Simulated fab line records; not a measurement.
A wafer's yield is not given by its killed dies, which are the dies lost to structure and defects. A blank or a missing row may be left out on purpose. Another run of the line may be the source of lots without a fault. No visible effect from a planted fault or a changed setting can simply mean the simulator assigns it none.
The tool behind it: which one? -- flow nand-harc -- Sampling: 24 lots, 72 wafers, 6 of 1159 route steps

WHAT THE GAUGES SHOWED, per wafer
NHARC_P_STI_OCD_MEAS_43. Usual: trench-depth-nm 300 nm, standard deviation 4.2; trench-foot-cd-nm 159.1 nm, standard deviation 2.2.
lot,measured,on,trench-depth-nm (nm),trench-foot-cd-nm (nm),flag
L074,day 2 14:31,ocd-02,300 299 299,159.9 159.6 159.2,
L075,day 2 21:13,ocd-02,299 298 298,157.6 155.6 157.5,
L076,day 2 21:14,ocd-02,300 301 304,160.6 161.3 157.8,
L077,day 3 06:10,ocd-02,296 298 297,160.2 160.0 160.1,
L078,day 3 12:16,ocd-02,292 296 299,161.5 163.0 160.9,
L079,day 3 19:23,ocd-02,299 304 299,160.9 161.9 160.5,
L080,day 4 01:01,ocd-02,301 294 297,156.2 157.0 157.4,
L081,day 4 06:11,ocd-02,297 302 297,162.1 162.3 163.0,
L082,day 4 12:40,ocd-01,295 298 303,156.9 159.2 157.2,
L083,day 4 19:44,ocd-01,307 306 304,157.2 157.0 157.7,
L084,day 5 00:38,ocd-01,297 306 297,156.9 155.8 156.4,
L086,day 5 08:41,ocd-01,303 305 302,155.3 158.2 159.0,
L085,day 5 08:49,ocd-02,305 302 297,154.1 157.1 158.1,
L087,day 5 20:10,ocd-01,289 299 298,161.4 157.3 161.3,
L088,day 6 02:08,ocd-01,299 303 302,159.3 160.1 161.0,
L089,day 6 06:28,ocd-01,307 302 301,158.9 162.7 157.9,
L090,day 6 12:16,ocd-02,298 299 299,160.5 163.8 162.6,
L091,day 6 18:19,ocd-01,300 302 302,161.4 158.6 158.6,
L092,day 7 02:28,ocd-01,305 304 297,160.7 161.9 163.4,
L094,day 7 09:02,ocd-01,289 290 297,162.8 159.6 158.4,
L093,day 7 09:10,ocd-02,307 303 305,158.3 161.2 163.0,
L095,day 7 21:26,ocd-01,303 296 308,158.8 154.4 155.3,
L096,day 7 21:35,ocd-02,304 300 300,155.9 156.5 157.8,
L097,day 8 06:07,ocd-01,300 296 300,160.3 161.0 156.3,

NHARC_P_GATE_CD_MEAS_91: target cd 2000 nm. Usual: 2000.5 nm for cd-nm, sd 2.2.
lot,measured,on,cd-nm (nm),flag
L074,day 5 08:59,cd-sem-03,2001.5 2002.8 2001.5,
L075,day 5 19:17,cd-sem-03,1998.1 1998.4 1999.9,
L076,day 5 19:27,cd-sem-02,2001.5 2001.3 2000.5,
L077,day 6 02:25,cd-sem-02,1998.8 1996.3 1996.5,
L078,day 6 10:58,cd-sem-01,2001.2 1999.4 2001.3,
L079,day 7 02:05,cd-sem-01,2004.3 2002.0 2000.8,
L080,day 7 00:28,cd-sem-03,2002.4 2001.6 2002.0,
L081,day 6 23:15,cd-sem-02,2004.5 2001.9 2003.4,
L082,day 7 09:00,cd-sem-01,1996.6 1999.1 1999.1,
L083,day 7 13:26,cd-sem-03,1997.9 1997.4 1999.5,
L084,day 7 13:52,cd-sem-01,1998.2 2001.1 1999.6,
L086,day 8 15:12,cd-sem-01,2003.8 2002.2 2002.8,
L085,day 8 21:04,cd-sem-01,1998.1 1998.9 1995.7,
L087,day 8 14:34,cd-sem-02,2001.6 2001.6 2002.3,
L088,day 9 01:11,cd-sem-02,1996.9 1997.6 1996.5,
L089,day 9 07:31,cd-sem-03,2000.9 2001.6 2001.8,
L090,day 9 06:56,cd-sem-01,2001.3 2000.9 2003.2,
L091,day 9 16:34,cd-sem-02,2001.4 2004.2 2001.6,
L092,day 10 05:14,cd-sem-01,2002.5 1999.1 2000.6,
L094,day 9 22:51,cd-sem-01,2003.7 2002.5 2002.0,
L093,day 9 23:58,cd-sem-03,2001.8 2000.9 2003.1,
L095,day 10 16:40,cd-sem-01,2000.7 1999.2 2000.7,
L096,day 10 17:07,cd-sem-02,1997.6 2001.5 2001.4,
L097,day 11 05:33,cd-sem-03,1998.7 2000.6 2000.5,

NHARC_P_CONTACT_OVL_MEAS_13. Usual: overlay-x-nm -0.1 nm, standard deviation 0.89; overlay-y-nm 0.2 nm, standard deviation 0.65.
lot,measured,on,overlay-x-nm (nm),overlay-y-nm (nm),flag
L074,day 5 14:05,overlay-02,0.7 0.9 1.6,0.8 0.6 0.2,
L075,day 6 00:00,overlay-01,0.1 -0.8 0.4,-0.2 0.1 -0.3,
L076,day 6 00:35,overlay-01,-0.4 -0.8 -0.9,-0.1 0.9 0.8,
L077,day 6 07:26,overlay-01,0.0 -0.5 -0.5,-0.3 -0.4 -0.1,
L078,day 6 15:36,overlay-02,-0.1 -0.6 -1.0,-0.2 -0.4 -0.6,
L079,day 7 07:08,overlay-01,0.2 -0.2 -0.2,0.2 0.3 0.2,
L080,day 7 05:16,overlay-02,-0.2 -0.1 0.1,-0.2 -0.6 -0.9,
L081,day 7 03:58,overlay-02,-0.1 0.8 0.4,0.6 1.0 0.5,
L082,day 7 14:19,overlay-01,-1.3 -1.0 -1.2,-0.3 -0.6 -0.2,
L083,day 7 18:19,overlay-01,0.9 1.3 1.0,0.7 0.3 0.6,
L084,day 7 18:59,overlay-02,-0.2 0.4 -0.2,1.4 1.3 0.8,
L086,day 8 20:39,overlay-02,0.8 0.6 1.1,0.8 1.5 1.5,
L085,day 9 02:10,overlay-02,-0.5 -0.8 -0.6,-0.6 -0.7 -0.4,
L087,day 8 19:49,overlay-02,-0.2 0.4 -0.5,0.0 0.2 0.3,
L088,day 9 06:45,overlay-01,1.2 1.3 1.8,0.1 0.1 0.0,
L089,day 9 12:39,overlay-01,-1.5 -1.5 -1.4,-0.1 0.3 0.2,
L090,day 9 11:39,overlay-02,-2.1 -1.4 -2.5,-0.2 0.0 0.2,
L091,day 9 21:26,overlay-02,0.2 0.4 0.1,-0.6 -0.4 -0.7,
L092,day 10 10:25,overlay-01,0.8 0.6 0.4,1.0 0.3 0.7,
L094,day 10 03:44,overlay-02,0.6 1.0 0.0,-0.4 -0.3 -0.4,
L093,day 10 05:16,overlay-02,-0.1 0.0 -0.1,0.0 0.5 0.0,
L095,day 10 21:38,overlay-02,-1.8 -1.5 -1.1,1.1 0.8 0.9,
L096,day 10 21:58,overlay-01,-0.3 -0.7 -0.3,-0.6 -0.6 -0.5,
L097,day 11 10:19,overlay-01,1.0 1.1 1.1,1.4 0.8 1.3,

EACH LOT AND THE TOOL THAT RAN IT (in order: tool; ch and the chambers of the sampled wafers; start)
lot,NHARC_P_GATE_DESCUM_48,NHARC_P_GATE_DESCUM_93,NHARC_P_GATE_STRIP_113
L074,"rie-diel-09 ch 0,1, day 5 05:31","rie-diel-11 ch 0,3, day 5 09:10","plasma-asher-02 ch 0,1, day 5 09:47"
L075,"rie-diel-10 ch 0,1,3, day 5 15:55","rie-diel-09 ch 0,2,3, day 5 19:28","plasma-asher-01 ch 0,1, day 5 19:57"
L076,"rie-diel-10 ch 0,1,3, day 5 16:03","rie-diel-11 ch 0,2,3, day 5 19:38","plasma-asher-02 ch 0,1, day 5 20:02"
L077,"rie-diel-10 ch 0,1,2, day 5 23:07","rie-diel-09 ch 1,2, day 6 02:35","plasma-asher-02 ch 1, day 6 02:57"
L078,"rie-diel-09 ch 2,3, day 6 07:39","rie-diel-10 ch 0,2,3, day 6 11:10","plasma-asher-01 ch 0,1, day 6 11:37"
L079,"rie-diel-09 ch 0,3, day 6 22:35","rie-diel-11 ch 0,1,2, day 7 02:16","plasma-asher-02 ch 0,1, day 7 02:50"
L080,"rie-diel-10 ch 0,1, day 6 20:36","rie-diel-11 ch 2,3, day 7 00:38","plasma-asher-02 ch 0,1, day 7 01:08"
L081,"rie-diel-10 ch 0,3, day 6 19:56","rie-diel-11 ch 1,2, day 6 23:25","plasma-asher-01 ch 0,1, day 6 23:47"
L082,"rie-diel-11 ch 0,2,3, day 7 05:41","rie-diel-11 ch 0,2,3, day 7 09:10","plasma-asher-02 ch 0,1, day 7 09:32"
L083,"rie-diel-10 ch 0,2,3, day 7 10:12","rie-diel-11 ch 0,1, day 7 13:36","plasma-asher-02 ch 0,1, day 7 14:05"
L084,"rie-diel-11 ch 0,3, day 7 10:30","rie-diel-09 ch 1,2, day 7 14:02","plasma-asher-01 ch 0,1, day 7 14:48"
L086,"rie-diel-11 ch 0,2,3, day 8 11:49","rie-diel-11 ch 0,2, day 8 15:22","plasma-asher-01 ch 0,1, day 8 16:29"
L085,"rie-diel-10 ch 0,2,3, day 8 17:44","rie-diel-09 ch 1,2, day 8 21:14","plasma-asher-01 ch 0,1, day 8 21:36"
L087,"rie-diel-11 ch 2,3, day 8 11:16","rie-diel-09 ch 0,2, day 8 14:47","plasma-asher-01 ch 0,1, day 8 15:17"
L088,"rie-diel-09 ch 1,2, day 8 21:28","rie-diel-10 ch 1,2,3, day 9 01:55","plasma-asher-02 ch 0,1, day 9 02:31"
L089,"rie-diel-10 ch 0,1, day 9 04:13","rie-diel-09 ch 0,3, day 9 07:41","plasma-asher-01 ch 0,1, day 9 08:17"
L090,"rie-diel-09 ch 2,3, day 9 03:46","rie-diel-11 ch 0,2, day 9 07:06","plasma-asher-02 ch 0,1, day 9 07:30"
L091,"rie-diel-11 ch 0,2, day 9 13:06","rie-diel-11 ch 0,2, day 9 16:44","plasma-asher-02 ch 0,1, day 9 17:11"
L092,"rie-diel-11 ch 1,2, day 10 01:51","rie-diel-11 ch 0,1,2, day 10 05:25","plasma-asher-01 ch 1, day 10 05:46"
L094,"rie-diel-10 ch 0,1,3, day 9 19:28","rie-diel-11 ch 0,2, day 9 23:01","plasma-asher-01 ch 0,1, day 9 23:27"
L093,"rie-diel-10 ch 1,2,3, day 9 20:34","rie-diel-11 ch 0,1,2, day 10 00:10","plasma-asher-02 ch 0,1, day 10 00:46"
L095,"rie-diel-11 ch 0,2,3, day 10 13:23","rie-diel-11 ch 1,2,3, day 10 16:52","plasma-asher-01 ch 0,1, day 10 17:13"
L096,"rie-diel-11 ch 1,2,3, day 10 13:32","rie-diel-11 ch 1,2,3, day 10 17:17","plasma-asher-02 ch 0,1, day 10 17:46"
L097,"rie-diel-10 ch 0,3, day 11 02:30","rie-diel-09 ch 0,1,3, day 11 05:44","plasma-asher-01 ch 0,1, day 11 06:25"
- NHARC_P_GATE_DESCUM_48: chemistry O2, time 3 s.
- NHARC_P_GATE_DESCUM_93: chemistry O2, time 3 s.
- NHARC_P_GATE_STRIP_113: strips in N2/H2, time 740 s.

WHAT THE TOOLS THEMSELVES READ (means of the sampled wafers that have a number; where no wafer has one, the mark that the record gives instead)
NHARC_P_GATE_DESCUM_48. Usual: drypump-motor-current-A 5.5 A, standard deviation 0.32; oes-product-au 1.002 a.u., standard deviation 0.0085; rf-vpp-V 57.8 V, standard deviation 0.9; showerhead-plenum-p-Torr 1.90 Torr, standard deviation 0.091; throttle-valve-pct 11.312 %, standard deviation 0.0088.
lot,tool,drypump-motor-current-A (A),oes-product-au (a.u.),rf-vpp-V (V),showerhead-plenum-p-Torr (Torr),throttle-valve-pct (%),flag
L074,rie-diel-09,5.3,1.001,57.0,1.81,11.315,
L075,rie-diel-10,5.4,1.001,58.8,1.98,11.315,
L076,rie-diel-10,5.4,1.010,58.8,1.98,11.312,
L077,rie-diel-10,5.4,1.008,58.5,1.92,11.319,
L078,rie-diel-09,5.7,0.995,57.7,1.97,11.313,
L079,rie-diel-09,5.4,1.002,57.2,1.89,11.307,
L080,rie-diel-10,5.4,1.011,58.4,1.99,11.314,
L081,rie-diel-10,5.4,1.000,57.5,1.96,11.313,
L082,rie-diel-11,5.4,1.002,56.9,1.86,11.315,
L083,rie-diel-10,5.5,0.997,57.4,1.90,11.313,
L084,rie-diel-11,5.2,1.006,57.7,1.86,11.308,
L086,rie-diel-11,5.4,1.000,58.2,1.86,11.308,
L085,rie-diel-10,5.5,1.005,57.2,1.90,11.317,
L087,rie-diel-11,5.6,0.997,57.2,1.79,11.306,
L088,rie-diel-09,5.9,1.000,58.4,1.94,11.310,
L089,rie-diel-10,5.3,1.007,58.2,1.97,11.315,
L090,rie-diel-09,6.1,1.002,58.9,1.98,11.309,
L091,rie-diel-11,5.7,1.001,58.1,1.86,11.308,
L092,rie-diel-11,5.8,1.000,56.9,1.78,11.310,
L094,rie-diel-10,5.3,0.998,57.5,1.97,11.319,
L093,rie-diel-10,5.5,1.009,57.8,1.92,11.307,
L095,rie-diel-11,5.4,1.008,58.3,1.85,11.301,
L096,rie-diel-11,5.5,0.991,57.5,1.78,11.308,
L097,rie-diel-10,5.4,0.998,57.5,1.94,11.312,

NHARC_P_GATE_DESCUM_93. Usual: drypump-motor-current-A 5.5 A, standard deviation 0.38; oes-product-au 1.000 a.u., standard deviation 0.011; rf-vpp-V 57.6 V, standard deviation 0.85; showerhead-plenum-p-Torr 1.87 Torr, standard deviation 0.094; throttle-valve-pct 11.310 %, standard deviation 0.0085.
lot,tool,drypump-motor-current-A (A),oes-product-au (a.u.),rf-vpp-V (V),showerhead-plenum-p-Torr (Torr),throttle-valve-pct (%),flag
L074,rie-diel-11,5.2,1.004,58.4,1.92,11.304,
L075,rie-diel-09,5.7,1.003,58.5,1.91,11.311,
L076,rie-diel-11,5.4,1.012,57.7,1.86,11.314,
L077,rie-diel-09,5.9,0.998,58.2,1.94,11.319,
L078,rie-diel-10,5.5,0.999,57.9,1.91,11.312,
L079,rie-diel-11,5.6,0.994,57.4,1.86,11.312,
L080,rie-diel-11,5.7,0.995,57.4,1.80,11.315,
L081,rie-diel-11,5.8,0.990,55.9,1.79,11.314,
L082,rie-diel-11,5.4,1.001,57.3,1.86,11.304,
L083,rie-diel-11,5.5,0.983,57.8,1.85,11.313,
L084,rie-diel-09,5.5,0.994,57.8,1.89,11.304,
L086,rie-diel-11,5.4,1.004,58.4,1.93,11.307,
L085,rie-diel-09,5.5,0.991,57.2,1.89,11.310,
L087,rie-diel-09,6.0,1.009,57.8,1.92,11.315,
L088,rie-diel-10,5.5,1.003,57.2,1.92,11.309,
L089,rie-diel-09,5.4,1.012,56.8,1.83,11.311,
L090,rie-diel-11,5.6,1.004,57.9,1.86,11.309,
L091,rie-diel-11,5.6,1.010,57.2,1.86,11.314,
L092,rie-diel-11,5.6,1.010,57.4,1.85,11.305,
L094,rie-diel-11,5.6,1.008,58.6,1.86,11.307,
L093,rie-diel-11,5.5,0.998,57.6,1.85,11.310,
L095,rie-diel-11,5.5,1.001,57.1,1.78,11.302,
L096,rie-diel-11,5.6,0.990,57.2,1.78,11.310,
L097,rie-diel-09,5.2,0.988,57.2,1.85,11.321,

NHARC_P_GATE_STRIP_113. Usual: drypump-motor-current-A 5.8 A, standard deviation 0.62; heater-power-w 90 W, standard deviation 9.
lot,tool,drypump-motor-current-A (A),heater-power-w (W),flag
L074,plasma-asher-02,5.5,82,
L075,plasma-asher-01,5.9,93,
L076,plasma-asher-02,5.5,83,
L077,plasma-asher-02,5.0,80,
L078,plasma-asher-01,5.7,98,
L079,plasma-asher-02,5.5,82,
L080,plasma-asher-02,5.5,83,
L081,plasma-asher-01,5.9,93,
L082,plasma-asher-02,5.5,82,
L083,plasma-asher-02,5.5,82,
L084,plasma-asher-01,5.8,98,
L086,plasma-asher-01,5.8,92,
L085,plasma-asher-01,5.9,94,
L087,plasma-asher-01,5.7,99,
L088,plasma-asher-02,5.5,81,
L089,plasma-asher-01,5.7,97,
L090,plasma-asher-02,6.0,85,
L091,plasma-asher-02,6.0,85,
L092,plasma-asher-01,6.0,87,
L094,plasma-asher-01,5.8,93,
L093,plasma-asher-02,5.5,82,
L095,plasma-asher-01,5.9,93,
L096,plasma-asher-02,5.6,81,
L097,plasma-asher-01,5.8,99,

THE ANSWER, worked out from the rows above alone
Rule: a lot is off if the mean of its wafers that have a number lies more than 3 standard deviations from the usual mean. A lot without any number at a reading at which 4 lots or more have one is off too. Any other lot the step has rows for is counted as sound. The gauges are gone through in route order, then the tools' own readings, and for those a lot's mean is taken as printed above. At the first step where some lot is off, the reading lying furthest off is the one used; lots without a number count as furthest.
Across all readings shown, no lot is off: no conclusion can be drawn from this.

WHAT THE SIMULATOR PUT IN
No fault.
